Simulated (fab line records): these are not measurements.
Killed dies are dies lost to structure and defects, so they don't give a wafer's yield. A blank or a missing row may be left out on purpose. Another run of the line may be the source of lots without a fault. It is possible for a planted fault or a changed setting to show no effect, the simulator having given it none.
Comparing a struck lot with a sound one | flow n5 finfet | 37 out of 1938 route steps
Sound: these wafers, L886.3, L886.5, L886.6. Struck: wafer L893.4 (left out: L893.2, a lot-mate that was not struck); the cause follows at the end.
Each step with rows lists, per side, the tool, then ch with its chambers, then its first start. Under that, the readings that differ: sound wafers | struck wafers | difference of the means | sigmas: that difference in standard deviations of wafers without a fault.
alike: same words and numbers on both sides, and readings whose means sit less than 2 such deviations apart. not compared: any withheld reading, any reading some wafer has no value for, any bound like >300 that may hide the same value, and any number with overlapping values for which the record gives no deviation.
Wherever a step has rows on one side only, a row that says differs or no value, or a row with sigmas, the two part there. When numbers do not overlap yet have no deviation, they are printed without sigmas and do not part them. Lack of a reading on every wafer of one side parts them only where that side has two or more wafers.

first, 9 steps without rows for these wafers: N5_PMOS_HMC_CHANNEL_EPI_COAT_31 (time 60 s, resist thk 66 nm); N5_PMOS_HMC_CHANNEL_EPI_COAT_03 (resist thk 205 nm); N5_PMOS_HMC_CHANNEL_EPI_EBR_05; N5_PMOS_HMC_CHANNEL_EPI_SOFTBAKE_04 (time 60 s); N5_PMOS_HMC_CHANNEL_EPI_EXPOSE_06 (exposes mask PMOS HMC BLK, target cd 240 nm); N5_PMOS_HMC_CHANNEL_EPI_PEB_07 (peb time 60 s); N5_PMOS_HMC_CHANNEL_EPI_DEVELOP_08 (develop time 30 s); N5_PMOS_HMC_CHANNEL_EPI_DESCUM_14 (chemistry O2, time 7.9 s); N5_PMOS_HMC_CHANNEL_EPI_ETCH_32 (etches BARC in N2/H2, stops on SiO2, target depth 85.8 nm, time 50.3 s).
N5_PMOS_HMC_CHANNEL_EPI_HM_OPEN_15: chemistry CHF3/O2, target SiO2, target depth 40.6 nm, time 20.3 s.
  sound on rie diel-01 ch 0,2,3, day 4 17:20; struck on rie diel-05 ch 0, day 6 11:12
  reading                                                         | sound             | struck | difference | sigmas
  oes product au (a.u.)                                           | 0.67 0.77 0.70    | 0.56   | -0.15      | -2
  model.CAR-ArF-block_of_PMOS_HMC_CHANNEL_EPI_COAT_03.thk nm (nm) | 94.28 92.02 89.32 | 107.1  | +15.2      |
  model.etch.depth nm (nm)                                        | 39.38 40.98 40.87 | 23.46  | -16.95     |
  alike: drypump motor current A, mfc ar sccm, rf vpp V, showerhead plenum p Torr, throttle valve pct
  not compared: rf hours counter h
then, 25 steps without rows for these wafers: N5_PMOS_HMC_CHANNEL_EPI_STRIP_33 (strips in N2/H2); N5_PMOS_HMC_CHANNEL_EPI_STRIP_17 (strips in SPM, time 750 s); N5_PMOS_HMC_CHANNEL_EPI_ETCH_38 (etches SiO2 in CF4, target depth 1.5 nm); N5_PMOS_HMC_CHANNEL_EPI_FIN_RECESS_16 (chemistry HBr/Cl2, target Si, target depth 54 nm, time 18 s); N5_PMOS_HMC_CHANNEL_EPI_PRECLEAN_36 (cleans in O3/DIW, time 45 s); N5_PMOS_HMC_CHANNEL_EPI_PRECLEAN_18 (cleans in DHF, time 30 s); N5_PMOS_HMC_CHANNEL_EPI_SRD_19 (time 30 s); N5_PMOS_HMC_CHANNEL_EPI_EPI_20 (deposits SiGe30, target thk 59 nm); N5_PMOS_HMC_CHANNEL_EPI_HM_STRIP_35 (strips SiO2 in dHF, material SiO2, target depth 39.6 nm, time 216 s); N5_PMOS_HMC_CHANNEL_EPI_SRD_39 (time 30 s); N5_PMOS_HMC_CHANNEL_EPI_CMP_21 (polishes SiGe30, target thk 54 nm); N5_PMOS_HMC_CHANNEL_EPI_PRECLEAN_40 (cleans in DHF, time 30 s); N5_PMOS_HMC_CHANNEL_EPI_PRECLEAN_37 (cleans in O3/DIW, time 45 s); N5_PMOS_HMC_CHANNEL_EPI_PRECLEAN_24 (cleans in DHF, time 30 s); N5_PMOS_HMC_CHANNEL_EPI_SRD_25 (time 30 s); N5_PMOS_HMC_CHANNEL_EPI_EPI_26 (deposits Si from SiH4/H2, target thk 3.8 nm, time 22.7 s); N5_FIN_SAQP_PRECLEAN_42 (cleans in O3/DIW, time 60 s); N5_FIN_SAQP_PRECLEAN_00 (cleans in SC1, time 60 s); N5_FIN_SAQP_PRECLEAN_44 (cleans in SC2, time 45 s); N5_FIN_SAQP_SRD_01 (time 30 s); N5_FIN_SAQP_ALD_61 (deposits SiO2, target thk 4 nm, pulse time 1 s, purge time 2 s); N5_FIN_SAQP_DENSIFY_62 (time 60 s); N5_FIN_SAQP_HM_DEP_03 (deposits SiNx from SiH4/NH3/N2, target thk 38 nm, time 33.6 s); N5_FIN_SAQP_PECVD_47 (deposits a-Si from SiH4/He, target thk 45 nm, time 36.3 s); N5_FIN_SAQP_PECVD_48 (deposits SiNx from SiH4/NH3/N2, target thk 25 nm, time 22.1 s).
N5_BEOL_M4_RC_MEAS_101:
  the record has rows for the sound wafers here (prober-01 ch 0, day 10 21:04) and none for the struck ones
-- here the record skips 10 days between the struck wafers' starts before and after, leaving off in module BEOL_M4 and picking up in module PASSIVATION (first step shown: number 1936 of the route) --
N5_PASSIVATION_PROBE_49:
  record: rows for the struck wafers here (prober-02, day 16 22:03), none for the sound ones

## WHERE THEY PART
Earliest at N5_PMOS_HMC_CHANNEL_EPI_HM_OPEN_15; latest, in this record, at N5_PASSIVATION_PROBE_49.

WHY: what had been put in by the simulator
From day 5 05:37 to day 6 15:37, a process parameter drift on rie diel-05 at N5_PMOS_HMC_CHANNEL_EPI_HM_OPEN_15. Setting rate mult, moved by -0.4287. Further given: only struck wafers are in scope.
